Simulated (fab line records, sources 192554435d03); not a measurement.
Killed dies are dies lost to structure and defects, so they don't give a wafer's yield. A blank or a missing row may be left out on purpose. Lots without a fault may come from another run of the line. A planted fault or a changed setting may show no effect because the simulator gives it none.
Chamber matching | flow n5_finfet | N5_FIN_SAQP_PECVD_47 on pecvd-04: 3 sister chambers
The step deposits a-Si from SiH4/He, target thk 45 nm, time 36.3 s. 3 wafers are shown with their chamber, then 9 later ones without.

WAFERS WITH THEIR CHAMBER
wafer  | chamber | throttle_valve_pct (%)
L085.3 | 0       | 21.7
L087.3 | 2       | 16.7
L087.5 | 1       | 18.2

WAFERS WITHOUT THEIR CHAMBER
wafer  | throttle_valve_pct (%)
L089.1 | 21.8
L089.2 | 17.2
L089.5 | 16.9
L093.1 | 16.9
L093.4 | 22.0
L093.5 | 16.5
L095.2 | 22.1
L095.3 | 17.0
L095.4 | 18.2

WHICH CHAMBER EACH WENT THROUGH
wafer  | from the rows above     | in truth
L089.1 | 0                       | 0
L089.2 | can't be placed: 2 or 1 | 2
L089.5 | 2                       | 2
L093.1 | 2                       | 2
L093.4 | 0                       | 0
L093.5 | 2                       | 2
L095.2 | 0                       | 0
L095.3 | 2                       | 2
L095.4 | 1                       | 1
Placed correctly: 8 of 9. Can't be placed from these rows: 1 (the true chamber is among the candidates in 1). Placed wrongly: 0.
How it was worked out, from the rows above alone: a wafer's distance from a chamber is the root of the sum, over the readings, of the square of ((its reading less the chamber's mean) divided by the reading's scatter). The wafer belongs to the nearest chamber; if the next one is less than 2 further off, it can't be placed. A chamber's mean is the mean of its shown wafers. The scatter: with one shown wafer a chamber, the root of the mean of the squares of how far each hidden wafer lies from its nearest shown one.
